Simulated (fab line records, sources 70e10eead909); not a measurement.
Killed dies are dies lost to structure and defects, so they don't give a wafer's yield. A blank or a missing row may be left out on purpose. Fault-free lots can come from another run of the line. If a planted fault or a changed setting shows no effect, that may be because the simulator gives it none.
fab line records ; flow nandHarc
[record] lots = 7; wafers = 21; lastDay = 34
route steps=1302 shown A_STAIRCASE@886 A_SGD_CUT@890
lots that met no fault: taken from a fault-free run of the same line
startH: start of the lot's first displayed wafer, in hours after the record's first day ; waitH: time in hours since the lot's previous step ; " repeats the value in the row above ; L1.1+2: a row that stands for several wafers ; - no value present, or no start provided ; * or withheld: withheld ; < > ~ a bound
route shown NAME@n: names a module that has steps shown in the file, with the first one's number in the route ; usual: mean/standard deviation taken from wafers without a fault ; same: alike in all rows ; chamber/n: place in a boat ; sites: the reading at each site ; _std_site: their standard deviation ; _edge_site: inner sites' mean taken away from outer sites' mean ; radiusMm: how far each site lies from the wafer's centre ; mask NAME#n: copy n ; behind: the tool/chamber that last shaped the wafer ; hold: the reason the lot was held/the length of the hold in hours/how it ended ; device: the transistor (n, p or np) that didn't switch ; end of line: tests of these same wafers at the route's end ; step lacking rows: just its recipe ; killed: dies lost to structure and defects at the first sort, not the wafer's yield ; map: shows each die of a wafer: x if killed, . if not, _ if none is there
set.NAME: the setting as run; set.NAME@STEP: as run at that earlier step ; model.NAME: the simulator's own value behind a step, which no gauge read
certain route steps with their lots: each step a table, each wafer a row
services: a tool's chamber out of use, with start hour (startH, from the record's first day; less than 0 if before it), hours out, and reason
[[steps]]
[step NHARC_A_STAIRCASE_CMP_472]
[recipe] material = SiO2
[usual] motorCurrentA = 12.4/0.99
lot.wafer;tool;chamber;startH;waitH;motorCurrentA
L909.4;cmp-02;0;467.92;0.2;12.4
L909.2;cmp-02;1;467.92;0.2;12.3
L909.6;cmp-02;3;467.92;0.2;13.9
L914.1;cmp-03;3;536.83;0.2;12.4
L914.4;cmp-03;0;536.83;0.2;13.4
L914.3;cmp-03;2;536.83;0.2;12.1
L921.2;cmp-01;2;588.26;0.2;11.2
L921.4;cmp-01;1;588.26;0.2;11.7
L921.6;cmp-01;2;588.26;0.2;10.5
L920.3;cmp-02;0;588.32;0.3;13.3
L920.4;cmp-02;2;588.32;0.3;11.8
L920.5;cmp-02;3;588.32;0.3;14.8
L923.3;cmp-02;3;630.49;0.2;13.3
L923.1;cmp-02;1;630.49;0.2;12.5
L923.4;cmp-02;2;630.49;0.2;11.9
L924.1;cmp-02;1;630.90;0.2;12.4
L924.3;cmp-02;3;630.90;0.2;15.1
L924.6;cmp-02;2;630.90;0.2;11.4
L927.4;cmp-01;1;673.54;0.1;12.0
L927.6;cmp-01;0;673.54;0.1;12.4
L927.5;cmp-01;1;673.54;0.1;12.3
[step NHARC_A_STAIRCASE_SRD_474]
[step NHARC_A_STAIRCASE_INSPECT_155]
[usual] rawDefectCount = 427/110
lot.wafer;tool;chamber;startH;waitH;rawDefectCount
L909.2;defectInspect-02;-;468.22;0.1;423
L909.4;defectInspect-02;-;468.22;0.1;462
L909.6;defectInspect-02;-;468.22;0.1;409
L914.1;defectInspect-02;-;537.17;0.1;315
L914.3;defectInspect-02;-;537.17;0.1;272
L914.4;defectInspect-02;-;537.17;0.1;242
L921.2;defectInspect-02;-;588.61;0.1;887
L921.4;defectInspect-02;-;588.61;0.1;494
L921.6;defectInspect-02;-;588.61;0.1;446
L920.3;defectInspect-01;-;588.64;0.1;462
L920.4;defectInspect-01;-;588.64;0.1;441
L920.5;defectInspect-01;-;588.64;0.1;360
L923.1;defectInspect-01;-;630.83;0.1;430
L923.3;defectInspect-01;-;630.83;0.1;549
L923.4;defectInspect-01;-;630.83;0.1;445
L924.1;defectInspect-01;-;631.24;0.1;475
L924.3;defectInspect-01;-;631.24;0.1;562
L924.6;defectInspect-01;-;631.24;0.1;412
L927.4;defectInspect-02;-;673.86;0.1;330
L927.5;defectInspect-02;-;673.86;0.1;409
L927.6;defectInspect-02;-;673.86;0.1;616
[step NHARC_A_SGD_CUT_DEP_00]
[recipe] targetThkA = 500; tempC = 400; targetThkNm = 50; flowSccm = 200; rfW = 450; material = SiNx
[usual] heaterPowerOuterW = 389/61; heaterPowerW = 685/98
lot.wafer;tool;chamber;startH;waitH;heaterPowerOuterW;heaterPowerW
L909.2;pecvd-02;2;468.31;0.1;379;671
L909.4;pecvd-02;1;468.31;0.1;457;742
L909.6;pecvd-02;2;468.31;0.1;386;686
L914.3;pecvd-04;0;537.24;0.1;450;809
L914.1;pecvd-04;2;537.24;0.1;346;677
L914.4;pecvd-04;1;537.24;0.1;308;548
L921.2;pecvd-04;0;588.67;0.1;447;813
L921.6;pecvd-04;0;588.67;0.1;455;826
L921.4;pecvd-04;1;588.67;0.1;279;498
L920.3;pecvd-02;2;588.71;0.1;409;715
L920.5;pecvd-02;2;588.71;0.1;423;689
L920.4;pecvd-02;0;588.71;0.1;434;761
L923.3;pecvd-04;0;630.93;0.1;440;810
L923.1;pecvd-04;1;630.93;0.1;270;486
L923.4;pecvd-04;2;630.93;0.1;357;686
L924.1;pecvd-03;1;631.47;0.2;376;615
L924.3;pecvd-03;2;631.47;0.2;461;769
L924.6;pecvd-03;1;631.47;0.2;380;599
L927.4;pecvd-04;2;674.01;0.2;381;707
L927.6;pecvd-04;0;674.01;0.2;414;782
L927.5;pecvd-04;1;674.01;0.2;276;512
[step NHARC_A_SGD_CUT_DEHYDRATE_01]
[recipe] tempC = 150; timeS = 120
[step NHARC_A_SGD_CUT_HMDS_02]
[recipe] timeS = 30
[step NHARC_A_SGD_CUT_COAT_56]
[recipe] tempC = 260; timeS = 75
[step NHARC_A_SGD_CUT_COAT_57]
[recipe] tempC = 225; timeS = 65
[step NHARC_A_SGD_CUT_COAT_03]
[recipe] spinRpm = 1500; resistThkNm = 90
[step NHARC_A_SGD_CUT_SOFTBAKE_04]
[recipe] tempC = 105; timeS = 55
[step NHARC_A_SGD_CUT_EBR_05]
[step NHARC_A_SGD_CUT_EXPOSE_06]
[recipe] na = 1.35; doseMj = 85.59; maskId = SGD
[usual] exposureDoseMJCm2 = 86.5/0.73
lot.wafer;tool;chamber;startH;waitH;mask;exposureDoseMJCm2
L909.2;arfiScanner-01;0;468.74;-;SGD#0;87.1
L909.4;arfiScanner-01;0;468.74;-;SGD#0;87.1
L909.6;arfiScanner-01;0;468.74;-;SGD#0;87.1
L914.1;arfiScanner-02;0;537.82;-;SGD#0;85.5
L914.3;arfiScanner-02;0;537.82;-;SGD#0;85.5
L914.4;arfiScanner-02;0;537.82;-;SGD#0;85.5
L921.2;arfiScanner-01;0;589.26;-;SGD#0;63.8
L921.4;arfiScanner-01;0;589.26;-;SGD#0;63.9
L921.6;arfiScanner-01;0;589.26;-;SGD#0;63.7
L920.3;arfiScanner-02;0;589.42;-;SGD#0;85.3
L920.4;arfiScanner-02;0;589.42;-;SGD#0;85.4
L920.5;arfiScanner-02;0;589.42;-;SGD#0;85.3
L923.1;arfiScanner-01;0;631.48;-;SGD#0;68.5
L923.3;arfiScanner-01;0;631.48;-;SGD#0;68.4
L923.4;arfiScanner-01;0;631.48;-;SGD#0;68.5
L924.1;arfiScanner-01;0;632.03;-;SGD#0;70.9
L924.3;arfiScanner-01;0;632.03;-;SGD#0;70.8
L924.6;arfiScanner-01;0;632.03;-;SGD#0;71.0
L927.4;arfiScanner-03;0;674.52;-;SGD#0;86.7
L927.5;arfiScanner-03;0;674.52;-;SGD#0;86.7
L927.6;arfiScanner-03;0;674.52;-;SGD#0;86.7
[step NHARC_A_SGD_CUT_PEB_07]
[recipe] pebTempC = 100; pebTimeS = 65
[step NHARC_A_SGD_CUT_DEVELOP_08]
[recipe] developTimeS = 35; devTempC = 23
[step NHARC_A_SGD_CUT_CD_MEAS_09]
[recipe] targetCdNm = 100; landingEnergyEv = 500
[usual] cdNm = 100.0/0.58
[same] landingEnergyEv = 500
lot.wafer;tool;chamber;startH;waitH;cdNm
L909.2;cdSem-02;0;468.88;-;99.8
L909.4;cdSem-02;0;468.88;-;99.5
L909.6;cdSem-02;0;468.88;-;99.6
L914.1;cdSem-02;0;537.96;-;99.9
L914.3;cdSem-02;0;537.96;-;100.7
L914.4;cdSem-02;0;537.96;-;99.7
L921.2;cdSem-03;0;589.40;-;81.4
L921.4;cdSem-03;0;589.40;-;81.1
L921.6;cdSem-03;0;589.40;-;81.0
L920.3;cdSem-02;0;589.55;-;100.3
L920.4;cdSem-02;0;589.55;-;100.6
L920.5;cdSem-02;0;589.55;-;100.6
L923.1;cdSem-01;0;631.62;-;86.0
L923.3;cdSem-01;0;631.62;-;85.9
L923.4;cdSem-01;0;631.62;-;85.7
L924.1;cdSem-01;0;632.16;-;87.1
L924.3;cdSem-01;0;632.16;-;86.6
L924.6;cdSem-01;0;632.16;-;86.6
L927.4;cdSem-01;0;674.65;-;100.1
L927.5;cdSem-01;0;674.65;-;99.8
L927.6;cdSem-01;0;674.65;-;99.3
[step NHARC_A_SGD_CUT_OVL_MEAS_10]
[usual] overlayXNm = -0.1/0.84; overlayYNm = 0.2/0.88
lot.wafer;tool;chamber;startH;waitH;overlayXNm;overlayYNm
L909.2;overlay-02;-;468.97;-;0.2;0.4
L909.4;overlay-02;-;468.97;-;-0.2;-0.2
L909.6;overlay-02;-;468.97;-;-0.1;0.3
L914.1;overlay-01;-;538.05;-;-1.3;-0.7
L914.3;overlay-01;-;538.05;-;-0.3;-0.6
L914.4;overlay-01;-;538.05;-;-0.3;-0.2
L921.2;overlay-02;-;589.48;-;-0.7;0.8
L921.4;overlay-02;-;589.48;-;-0.4;0.4
L921.6;overlay-02;-;589.48;-;-1.2;0.8
L920.3;overlay-01;-;589.64;-;1.1;-0.9
L920.4;overlay-01;-;589.64;-;0.7;-0.5
L920.5;overlay-01;-;589.64;-;0.3;0.3
L923.1;overlay-02;-;631.71;-;0.7;-0.3
L923.3;overlay-02;-;631.71;-;1.4;0.2
L923.4;overlay-02;-;631.71;-;0.9;0.1
L924.1;overlay-01;-;632.25;-;0.1;0.4
L924.3;overlay-01;-;632.25;-;-0.2;0.5
L924.6;overlay-01;-;632.25;-;0.1;-0.2
L927.4;overlay-01;-;674.74;-;-0.5;0.9
L927.5;overlay-01;-;674.74;-;-0.8;0.2
L927.6;overlay-01;-;674.74;-;-1.2;0.8
[[services]]
tool;chamber;startH;hours;kind
pecvd-04;0;447.24;10.6;repair
pecvd-04;-;450.24;13.0;pm
arfiScanner-01;-;471.79;1.3;repair
cmp-01;-;477.01;35.1;repair
cmp-02;-;481.77;4.0;pm
arfiScanner-02;-;484.00;4.0;pm
arfiScanner-01;-;484.99;1.5;repair
cmp-01;-;512.11;4.0;pm
arfiScanner-01;-;514.58;5.0;repair
cmp-01;-;517.26;0.3;repair
arfiScanner-02;-;520.51;9.4;repair
pecvd-02;-;542.50;0.3;repair
pecvd-02;0;547.26;2.7;repair
cmp-01;-;548.30;1.0;repair
arfiScanner-02;-;566.04;1.1;repair
cmp-01;-;566.77;5.5;repair
arfiScanner-01;-;567.29;0.7;repair
cmp-02;-;579.77;4.0;pm
pecvd-02;-;589.62;13.0;pm
arfiScanner-01;-;596.00;4.0;pm
pecvd-04;-;631.24;13.0;pm
arfiScanner-01;-;656.22;18.5;repair
pecvd-04;-;656.75;0.3;repair
cmp-02;-;674.45;3.0;repair
[[key]]
[firstSign] step = NHARC_A_SGD_CUT_EXPOSE_06; reading = exposureDoseMJCm2; direction = down; sigmas = 26; usual = 86.5; struck = 67.7
[effect] step = NHARC_A_SGD_CUT_CD_MEAS_09; reading = cdNm; direction = down; sigmas = 27; usual = 100.0; struck = 84.6; through = controlLoop
metAt NHARC_A_SGD_CUT_EXPOSE_06
struckWafers L921.2,L921.4,L921.6,L923.1,L923.3,L923.4,L924.1,L924.3,L924.6
testerLeftOut L921,L923,L924
[loopTrim] step = NHARC_A_SGD_CUT_EXPOSE_06; setting = dose; lots = L923,L924
onsetBetween 468.74 589.26
[fault] kind = processParameterDrift; tool = arfiScanner-01; chamber = -; onsetH = 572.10; steps = NHARC_A_SGD_CUT_EXPOSE_06; channel = doseMj; offset = -23.287; shape = step; actsIn = theseRecipesOnly; stated = 85.59
// testerLeftOut: of these lots the tester's yield and bins aren't shown, on N5 and GAA mostly nor the transistor test; their killed dies are dies lost to structure and defects alone, not to doping, threshold or leakage, so they don't give the yield
// loopTrim: a control loop set the setting to another value than it would have without faults
